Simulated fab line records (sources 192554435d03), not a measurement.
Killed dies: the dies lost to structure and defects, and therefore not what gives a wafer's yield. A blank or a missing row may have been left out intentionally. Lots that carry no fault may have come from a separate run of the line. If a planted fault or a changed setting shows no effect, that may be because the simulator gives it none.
fab line records	flow n5Finfet
[record] lots = 11	wafers = 33	lastDay = 17
route steps=1938 shown BEOL_M3@1011 MIM_BOT_ETCH@1869 PAD_METAL@1893 PASSIVATION@1911
lots that met no fault: taken from a fault-free run of the same line
startH: hours from the record's opening day to when the first of the lot's shown wafers began	waitH: how many hours have passed since the lot's step before this one	" unchanged from the row above	L1.1+2: a single row standing in for several wafers	- no value, or no start was given	* or withheld: withheld	< > ~ a bound
route shown NAME@n: names a module that has steps shown in the file, with the first one's number in the route	usual: mean/standard deviation of fault-free wafers	same: alike in all rows	chamber/n: place in a boat	sites: the reading at each site	_std_site: the standard deviation of these	_edge_site: inner sites' mean taken away from outer sites' mean	radiusMm: how far each site lies from the wafer's centre	mask NAME#n: copy n	behind: the tool/chamber that last shaped the wafer	hold: reason for holding the lot/hours on hold/outcome of the hold	device: transistor that didn't switch, given as n, p or np	end of line: at the end of the route, the tests of the same wafers	a step without rows: its recipe alone	killed: not the wafer's yield, but the dies lost to structure and defects at the first sort	map: dies across one wafer; x = killed, . = not, _ = none there
set.NAME: the setting the step ran with; set.NAME@STEP: the setting that earlier step ran with	model.NAME: the simulator's own value behind a step, which no gauge read
the route's steps for a sample of lots (tables are steps, rows are wafers)
services: when a tool's chamber went out of use (startH, in hours from the record's first day, below 0 if earlier), for how many hours, and the reason
[[steps]]
[step N5_BEOL_M3_ECD_50]
[recipe] material = Cu	targetThkA = 3000
lot.wafer	tool	chamber	startH	waitH
L151.2+3+6	ecdCu-02	1,0,0	178.67	0.1
L150.4+5+6	ecdCu-02	0,0,1	179.16	0.1
L152.1+5+6	ecdCu-01	0,1,0	181.07	0.1
L153.1+4+5	ecdCu-02	1	181.55	0.1
L155.2+3+6	ecdCu-02	0	184.95	0.1
L163.1+3+5	ecdCu-02	0,1,1	251.73	0.1
L164.4+5+6	ecdCu-02	0,0,1	258.06	0.1
L165.2+4+6	ecdCu-02	1,0,0	259.58	0.1
L166.1+2+3	ecdCu-02	1,0,0	265.41	0.1
L167.2+4+5	ecdCu-01	1,1,0	265.85	0.1
L169.2+5+6	ecdCu-02	1,0,1	280.41	0.1
[step N5_MIM_BOT_ETCH_STRIP_01]
[recipe] chemistry = O2	powerW = 600	tempC = 60	pressureMtorr = 30	rfFrequencyHz = 6e+07	biasPowerW = 0	overashFraction = 0.5	o2FlowSccm = 225
[usual] drypumpMotorCurrentA = 5.5/0.41	oesProductAu = 0.81/0.099	rfVppV = 3.6/1.3	showerheadPlenumPTorr = 2.07/0.08	throttleValvePct = 16.65/0.24
lot.wafer	tool	chamber	startH	waitH	drypumpMotorCurrentA	oesProductAu	rfHoursCounterH	rfVppV	showerheadPlenumPTorr	throttleValvePct
L151.2	rieDiel-02	2	272.85	0.1	4.8	0.74	216	2.6	2.17	16.78
L151.3	"	1	"	"	5.7	0.70	235	2.8	1.97	16.62
L151.6	"	1	"	"	5.7	0.69	-	1.4	1.97	16.59
L152.1	rieDiel-02	2	285.45	0.1	4.8	0.73	220	7.2	2.17	16.76
L152.5	"	2	"	"	4.9	0.70	-	2.2	2.17	16.78
L152.6	"	3	"	"	5.2	0.79	-	3.5	2.02	16.75
L150.4	rieDiel-06	1	285.61	0.1	6.2	0.84	78	4.8	2.01	16.75
L150.5	"	2	"	"	5.5	0.71	-	1.8	2.07	17.02
L150.6	"	3	"	"	5.5	0.81	-	1.3	2.03	16.61
L155.2	rieDiel-02	1	293.39	0.1	5.7	0.68	242	1.2	1.97	16.54
L155.3	"	3	"	"	5.2	0.80	92	4.4	2.02	16.71
L155.6	"	0	"	"	5.9	0.98	-	2.4	2.16	16.37
L153.1	rieDiel-06	2	295.51	0.1	5.5	0.70	221	3.7	2.07	17.04
L153.4	"	3	"	"	5.5	0.81	106	4.0	2.02	16.64
L153.5	"	1	"	"	6.2	0.85	-	1.3	2.01	16.71
L163.1	rieDiel-02	0	364.20	0.1	5.9	0.91	31	4.9	2.15	16.48
L163.3	"	1	"	"	5.6	0.97	9	1.3	2.23	16.20
L163.5	"	0	"	"	5.9	0.92	-	1.7	2.15	16.42
L164.4	rieDiel-06	0	366.47	0.1	5.7	0.86	61	3.5	2.03	16.43
L164.5	"	3	"	"	5.5	0.79	-	5.0	2.01	16.66
L164.6	"	2	"	"	5.5	0.70	-	4.5	2.06	17.01
L166.1	rieDiel-04	3	367.31	0.1	5.5	0.71	186	4.1	2.02	16.86
L166.2	"	1	"	"	5.1	0.71	222	4.9	1.97	17.01
L166.3	"	0	"	"	6.1	0.89	23	2.5	2.16	16.51
L165.2	rieDiel-06	2	367.34	0.1	5.5	0.69	246	1.8	2.06	17.08
L165.4	"	0	"	"	5.7	0.84	61	4.0	2.02	16.45
L165.6	"	1	"	"	6.2	0.81	-	4.2	2.00	16.78
L167.2	rieDiel-06	1	373.41	0.1	6.2	0.81	108	3.3	2.00	16.77
L167.4	"	2	"	"	5.5	0.70	248	4.5	2.06	17.06
L167.5	"	0	"	"	5.7	0.84	-	4.5	2.03	16.44
L169.2	rieDiel-02	0	398.44	0.1	5.9	0.88	46	4.2	2.15	16.47
L169.5	"	2	"	"	4.8	0.93	-	1.9	2.16	16.46
L169.6	"	1	"	"	5.7	0.92	-	2.3	2.22	16.21
[step N5_PASSIVATION_DEGAS_18]
[recipe] ambient = vacuum	tempC = 300	timeS = 60
[usual] heaterPowerW = 457/44
lot.wafer	tool	chamber	startH	waitH	heaterPowerW
L151.2	pvdSputter-01	-	275.53	0.5	492
L151.3	"	-	"	"	487
L151.6	"	-	"	"	480
L152.1	pvdSputter-03	-	287.56	0.4	445
L152.5	"	-	"	"	506
L152.6	"	-	"	"	455
L150.4	pvdSputter-02	-	287.60	0.3	497
L150.5	"	-	"	"	413
L150.6	"	-	"	"	504
L155.2	pvdSputter-02	-	297.14	1.4	366
L155.3	"	-	"	"	476
L155.6	"	-	"	"	472
L153.1	pvdSputter-03	-	300.23	2.3	445
L153.4	"	-	"	"	453
L153.5	"	-	"	"	425
L163.1	pvdSputter-02	-	370.79	0.4	500
L163.3	"	-	"	"	412
L163.5	"	-	"	"	465
L164.4	pvdSputter-03	-	371.19	0.7	449
L164.5	"	-	"	"	444
L164.6	"	-	"	"	395
L166.1	pvdSputter-01	-	371.26	0.8	486
L166.2	"	-	"	"	473
L166.3	"	-	"	"	493
L165.2	pvdSputter-02	-	372.11	0.3	403
L165.4	"	-	"	"	496
L165.6	"	-	"	"	404
L167.2	pvdSputter-03	-	375.95	0.9	384
L167.4	"	-	"	"	500
L167.5	"	-	"	"	519
L169.2	pvdSputter-02	-	401.32	0.3	473
L169.5	"	-	"	"	473
L169.6	"	-	"	"	413
[step N5_PASSIVATION_STRIP_34]
[recipe] chemistry = O2	powerW = 600	tempC = 60	pressureMtorr = 30	rfFrequencyHz = 6e+07	biasPowerW = 0	overashFraction = 2	o2FlowSccm = 225
[usual] drypumpMotorCurrentA = 5.5/0.39	oesProductAu = 0.82/0.1	rfVppV = 3.8/1.6	showerheadPlenumPTorr = 2.08/0.083	throttleValvePct = 16.65/0.24
lot.wafer	tool	chamber	startH	waitH	drypumpMotorCurrentA	oesProductAu	rfHoursCounterH	rfVppV	showerheadPlenumPTorr	throttleValvePct
L151.2	rieDiel-04	1	277.56	0.1	5.1	0.75	188	5.3	1.98	16.99
L151.3	"	2	"	"	6.0	0.69	242	2.3	2.05	16.78
L151.6	"	2	"	"	6.0	0.69	-	3.2	2.05	16.75
L152.1	rieDiel-04	1	289.08	0.1	5.1	0.73	192	5.7	1.98	16.92
L152.5	"	2	"	"	6.0	0.69	-	7.1	2.05	16.76
L152.6	"	1	"	"	5.1	0.73	-	3.5	1.98	16.97
L150.4	rieDiel-04	2	289.43	0.3	6.0	0.69	-	5.2	2.05	16.78
L150.5	"	3	"	"	5.4	0.74	-	3.2	2.03	16.79
L150.6	"	1	"	"	5.1	0.73	-	2.4	1.98	16.88
L155.2	rieDiel-02	3	298.61	0.1	5.2	0.79	94	1.6	2.02	16.80
L155.3	"	0	"	"	5.9	0.97	6	4.8	2.16	16.41
L155.6	"	3	"	"	5.2	0.78	-	3.9	2.02	16.72
L153.1	rieDiel-02	0	301.75	0.1	5.9	0.98	7	4.8	2.16	16.38
L153.4	"	3	"	"	5.2	0.75	95	3.9	2.02	16.74
L153.5	"	0	"	"	5.9	0.99	-	2.9	2.16	16.43
L163.1	rieDiel-06	2	372.27	0.1	5.5	0.69	248	2.4	2.06	17.05
L163.3	"	3	"	"	5.5	0.77	134	3.2	2.01	16.65
L163.5	"	2	"	"	5.5	0.70	-	4.3	2.06	17.08
L164.4	rieDiel-02	3	372.75	0.1	5.2	0.75	-	2.6	2.01	16.77
L164.5	"	1	"	"	5.7	0.95	-	6.4	2.23	16.23
L164.6	"	0	"	"	5.9	0.92	-	2.1	2.15	16.47
L166.1	rieDiel-02	1	372.92	0.2	5.6	0.96	14	3.7	2.23	16.28
L166.2	"	3	"	"	5.2	0.76	122	5.2	2.01	16.84
L166.3	"	0	"	"	5.9	0.89	35	1.8	2.15	16.50
L165.2	rieDiel-04	0	373.62	0.1	6.1	0.91	25	1.8	2.16	16.55
L165.4	"	1	"	"	5.1	0.72	226	4.8	1.97	17.01
L165.6	"	2	"	"	6.0	0.92	-	6.0	2.04	16.37
L167.2	rieDiel-06	2	377.42	0.1	5.5	0.72	249	2.0	2.06	17.02
L167.4	"	1	"	"	6.2	0.83	110	3.2	2.00	16.79
L167.5	"	0	"	"	5.7	0.84	-	3.0	2.03	16.46
L169.2	rieDiel-02	3	406.33	0.3	5.2	0.74	137	2.4	2.00	16.78
L169.5	"	1	"	"	5.6	0.90	-	4.7	2.22	16.26
L169.6	"	0	"	"	5.9	0.88	-	6.8	2.15	16.50
[step N5_PASSIVATION_PROBE_49]
[usual] defectLimitedYield = 91.3/1.5	killed_at_M0_to_M3 = 35/8.7	killed_at_M4_up = 14/5.5	killedAtContacts = 11/5.6	killedAtFrontEnd = 39/13	killedAtOther = 3.7/2.2	killedDies = 103/18	killedOnRim = 14/4.4	killedOpen = 69/14	killedShort = 33/7.8	sort_bin_5_function = 5.1/0.99	sort_bin_6_memory = 3.3/0.67	sort_bin_8_speed = 0.02/0.17	sortNPass = 1077/18	sortYieldPct = 91.2/1.5
[same] grossDies = 1180	killedAtBackSide = 0	sort_bin_4_leakage[%] = 0
lot.wafer	tool	chamber	startH	waitH	defectLimitedYield[%]	killed_at_M0_to_M3	killed_at_M4_up	killedAtContacts	killedAtFrontEnd	killedAtOther	killedDies	killedOnRim	killedOpen	killedShort	sort_bin_5_function[%]	sort_bin_6_memory[%]	sort_bin_8_speed[%]	sortNPass	sortYieldPct[%]
L155.2	prober-01	-	302.85	0.1	66.4	348	7	8	30	4	397	45	50	32	19.8	11.8	0	783	66.4
L155.3	prober-01	-	302.90	0.1	67.5	336	12	9	23	3	383	48	56	25	19.8	10.6	0	797	67.5
L155.6	prober-01	-	303.05	0.3	65.3	357	15	5	28	5	410	61	53	24	20.1	12.2	0	770	65.3
L153.1	prober-02	-	305.94	0.0	67.8	344	12	2	20	2	380	48	46	19	19.7	10.7	0	800	67.8
L153.4	prober-02	-	306.09	0.2	66.0	352	15	5	26	3	401	51	52	23	19.0	12.9	0	779	66.0
L153.5	prober-02	-	306.14	0.2	67.5	347	3	1	31	1	383	57	55	18	19.7	11.3	0	797	67.5
L163.1	prober-02	-	376.56	0.0	91.9	31	13	11	33	7	95	12	64	30	5.1	2.8	0.08	1085	91.9
L163.3	prober-02	-	376.66	0.1	90.6	25	20	18	45	3	111	18	76	35	6.2	3.2	0	1069	90.6
L163.5	prober-02	-	376.76	0.2	90.6	33	17	19	38	4	111	16	74	36	6.0	3.2	0	1069	90.6
L165.2	prober-01	-	378.00	0.1	92.4	27	17	8	34	4	90	9	65	22	4.7	2.7	0	1090	92.4
L165.4	prober-01	-	378.10	0.2	94.7	21	9	5	24	4	63	4	46	17	3.4	1.7	0	1117	94.7
L165.6	prober-01	-	378.20	0.3	93.0	17	25	10	29	2	83	8	55	24	4.4	2.5	0	1097	93.0
L167.2	prober-02	-	381.77	0.1	92.5	35	8	11	32	3	89	8	64	25	4.5	3.0	0	1091	92.5
L167.4	prober-02	-	381.87	0.2	90.7	38	13	4	47	8	110	17	86	23	5.6	3.6	0	1070	90.7
L167.5	prober-02	-	381.92	0.2	90.3	36	9	15	51	3	114	20	80	32	5.5	3.6	0.08	1065	90.3
L169.2	prober-01	-	413.45	0.1	90.9	31	18	18	39	1	107	12	77	26	5.2	3.6	0	1073	90.9
L169.5	prober-01	-	413.60	0.2	90.7	36	9	25	37	3	110	18	85	24	5.6	3.5	0	1070	90.7
L169.6	prober-01	-	413.65	0.3	93.3	30	8	12	29	0	79	12	44	34	3.2	3.1	0	1101	93.3
// killed by level:class
L155.2 BEOL_M3:unspecified=314 MOL_CONTACT_COAG:geometricParticle:open=7 DUMMY_GATE:geometricParticle:open=6 BEOL_M0_SAQP:geometricParticle:open=6 BEOL_M0_SAQP:geometricParticle:short=6 BEOL_M2:geometricParticle:open=6 BEOL_M3:geometricParticle:open=6 FIN_SAQP:geometricParticle:open=5
L155.3 BEOL_M3:unspecified=302 BEOL_M0_SAQP:geometricParticle:open=11 MOL_CONTACT_COAG:geometricParticle:open=6 BEOL_M2:geometricParticle:open=6 DUMMY_GATE:geometricParticle:open=5 FIN_SAQP:geometricParticle:open=4 BEOL_M3:geometricParticle:open=4 BEOL_M4:geometricParticle:open=4
L155.6 BEOL_M3:unspecified=333 BEOL_M4:geometricParticle:open=8 BEOL_M0_SAQP:geometricParticle:open=6 STI_FIN_REVEAL:geometricParticle:open=5 MOL_CONTACT_COAG:geometricParticle:open=5 GATE_CUT:geometricParticle:short=4 BEOL_M0_SAQP:geometricParticle:short=4 BEOL_M3:geometricParticle:open=4
L153.1 BEOL_M3:unspecified=315 BEOL_M3:geometricParticle:open=8 BEOL_M4:geometricParticle:open=6 STI_FIN_REVEAL:geometricParticle:open=5 BEOL_M0_SAQP:geometricParticle:short=5 BEOL_M2:geometricParticle:open=5 BEOL_M0:geometricParticle:open=4 BEOL_M0:geometricParticle:short=4
L153.4 BEOL_M3:unspecified=326 BEOL_M4:geometricParticle:open=11 GATE_CUT:geometricParticle:short=7 STI_FIN_REVEAL:geometricParticle:open=5 MOL_CONTACT_COAG:geometricParticle:open=5 BEOL_M2:geometricParticle:open=5 DUMMY_GATE:geometricParticle:open=4 BEOL_M0_SAQP:geometricParticle:open=4
L153.5 BEOL_M3:unspecified=310 STI_FIN_REVEAL:geometricParticle:open=12 BEOL_M0_SAQP:geometricParticle:open=7 BEOL_M1:geometricParticle:open=7 BEOL_M2:geometricParticle:open=7 BEOL_M3:geometricParticle:open=6 FIN_SAQP:geometricParticle:short=4 STARTING-WAFER:geometricParticle:open=4
L163.1 BEOL_M1:geometricParticle:open=11 FIN_SAQP:geometricParticle:open=9 MOL_CONTACT_COAG:geometricParticle:open=8 BEOL_M0_SAQP:geometricParticle:short=6 DUMMY_GATE:geometricParticle:open=5 BEOL_M0_SAQP:geometricParticle:open=4 BEOL_M2:geometricParticle:open=4 BEOL_M5:geometricParticle:open=3
L163.3 STI_FIN_REVEAL:geometricParticle:open=15 BEOL_M4:geometricParticle:open=13 MOL_CONTACT_COAG:geometricParticle:open=11 FIN_SAQP:geometricParticle:open=9 FIN_SAQP:geometricParticle:short=8 MOL_CONTACT_COAG:geometricParticle:short=7 BEOL_M0_SAQP:geometricParticle:open=6 BEOL_M1:geometricParticle:open=6
L163.5 MOL_CONTACT_COAG:geometricParticle:open=16 BEOL_M1:geometricParticle:open=11 FIN_SAQP:geometricParticle:short=8 DUMMY_GATE:geometricParticle:open=8 FIN_SAQP:geometricParticle:open=6 BEOL_M1:geometricParticle:short=6 BEOL_M4:geometricParticle:open=5 STI_FIN_REVEAL:geometricParticle:open=4
L165.2 FIN_SAQP:geometricParticle:short=11 BEOL_M3:geometricParticle:open=11 BEOL_M4:geometricParticle:open=9 FIN_SAQP:geometricParticle:open=6 MOL_CONTACT_COAG:geometricParticle:open=6 STI_FIN_REVEAL:geometricParticle:open=5 BEOL_M0_SAQP:geometricParticle:open=5 BEOL_M2:geometricParticle:open=5
L165.4 FIN_SAQP:geometricParticle:short=7 STI_FIN_REVEAL:geometricParticle:open=7 BEOL_M0_SAQP:geometricParticle:open=7 BEOL_M1:geometricParticle:open=6 BEOL_M4:geometricParticle:open=6 MOL_CONTACT_COAG:geometricParticle:open=5 BEOL_M3:geometricParticle:open=5 STARTING-WAFER:geometricParticle:short=4
L165.6 BEOL_M4:geometricParticle:open=15 MOL_CONTACT_COAG:geometricParticle:open=9 GATE_CUT:geometricParticle:short=8 STI_FIN_REVEAL:geometricParticle:open=7 BEOL_M3:geometricParticle:open=6 BEOL_M4:geometricParticle:short=4 STARTING-WAFER:geometricParticle:open=4 GATE_CUT:geometricParticle:open=3
L167.2 BEOL_M2:geometricParticle:open=11 MOL_CONTACT_COAG:geometricParticle:open=9 BEOL_M3:geometricParticle:open=8 GATE_CUT:geometricParticle:open=6 STI_FIN_REVEAL:geometricParticle:open=4 DUMMY_GATE:geometricParticle:open=4 BEOL_M0_SAQP:geometricParticle:short=4 BEOL_M5:geometricParticle:open=3
L167.4 BEOL_M3:geometricParticle:open=18 STI_FIN_REVEAL:geometricParticle:open=11 FIN_SAQP:geometricParticle:open=9 DUMMY_GATE:geometricParticle:open=6 BEOL_M1:geometricParticle:open=6 BEOL_M2:geometricParticle:open=5 PAD_METAL:geometricParticle:open=4 ILD0:geometricParticle:short=4
L167.5 BEOL_M0_SAQP:geometricParticle:open=13 MOL_CONTACT_COAG:geometricParticle:open=12 STI_FIN_REVEAL:geometricParticle:open=9 FIN_SAQP:geometricParticle:open=8 ILD0:geometricParticle:short=7 BEOL_M2:geometricParticle:open=7 BEOL_M0_SAQP:geometricParticle:short=5 BEOL_M1:geometricParticle:open=5
L169.2 MOL_CONTACT_COAG:geometricParticle:open=16 BEOL_M4:geometricParticle:open=11 FIN_SAQP:geometricParticle:open=8 BEOL_M3:geometricParticle:open=8 BEOL_M2:geometricParticle:open=7 DUMMY_GATE:geometricParticle:open=5 GATE_CUT:geometricParticle:short=4 FIN_SAQP:geometricParticle:short=4
L169.5 MOL_CONTACT_COAG:geometricParticle:open=21 FIN_SAQP:geometricParticle:open=17 BEOL_M3:geometricParticle:open=11 BEOL_M2:geometricParticle:open=8 BEOL_M4:geometricParticle:open=6 FIN_SAQP:geometricParticle:short=5 SPACER0:geometricParticle:open=4 MOL_CONTACT_COAG:geometricParticle:short=4
L169.6 BEOL_M0_SAQP:geometricParticle:short=10 MOL_CONTACT_COAG:geometricParticle:open=8 BEOL_M3:geometricParticle:open=7 FIN_SAQP:geometricParticle:open=5 FIN_SAQP:geometricParticle:short=5 STARTING-WAFER:geometricParticle:short=5 STI_FIN_REVEAL:geometricParticle:open=4 MOL_CONTACT_COAG:geometricParticle:short=4
[[services]]
tool	chamber	startH	hours	kind
pvdSputter-01	-	166.67	1.7	repair
rieDiel-02	3	166.84	4.9	repair
rieDiel-02	-	177.25	2.8	pm
rieDiel-04	2	179.58	5.0	repair
rieDiel-02	0	197.42	3.8	repair
ecdCu-02	-	238.70	1.3	repair
rieDiel-02	0	240.73	-	clean
rieDiel-02	0	240.73	-	consumableReplace:focusRing
rieDiel-02	0	240.73	20.3	scheduledDown
rieDiel-02	0	240.73	20.3	ventCycle
rieDiel-06	0	247.66	11.7	repair
rieDiel-04	3	275.02	10.0	repair
pvdSputter-03	-	277.53	2.1	repair
rieDiel-06	3	280.34	5.1	repair
ecdCu-02	-	289.80	27.8	repair
ecdCu-01	-	307.92	0.7	repair
rieDiel-02	1	317.81	-	clean
rieDiel-02	1	317.81	-	consumableReplace:focusRing
rieDiel-02	1	317.81	-	consumableReplace:showerhead
rieDiel-02	1	317.81	17.8	scheduledDown
rieDiel-04	2	361.65	6.5	repair
ecdCu-02	-	380.31	5.6	pm
pvdSputter-02	-	395.03	1.1	repair
rieDiel-04	-	401.02	14.6	pm
[[key]]
[firstSign] step = N5_PASSIVATION_PROBE_49	reading = killed_at_M0_to_M3	direction = up	sigmas = 36	usual = 35	struck = 347
[effect] step = N5_PASSIVATION_PROBE_49	reading = killedDies	direction = up	sigmas = 16	usual = 103	struck = 392
[moreKillsBornAt] N5_BEOL_M3_ECD_50@ecdCu-02 = 1900
metAt N5_BEOL_M3_ECD_50
struckLots L153,L155
notActingAt N5_MIM_BOT_ETCH_STRIP_01,N5_PASSIVATION_DEGAS_18,N5_PASSIVATION_STRIP_34
onsetBetween 179.16 181.55
[fault] kind = chamberParticleSource	tool = ecdCu-02	chamber = -	onsetH = 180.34	steps = N5_BEOL_M3_ECD_50	ratePerVisitCm2 = 0.6045	endH = 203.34
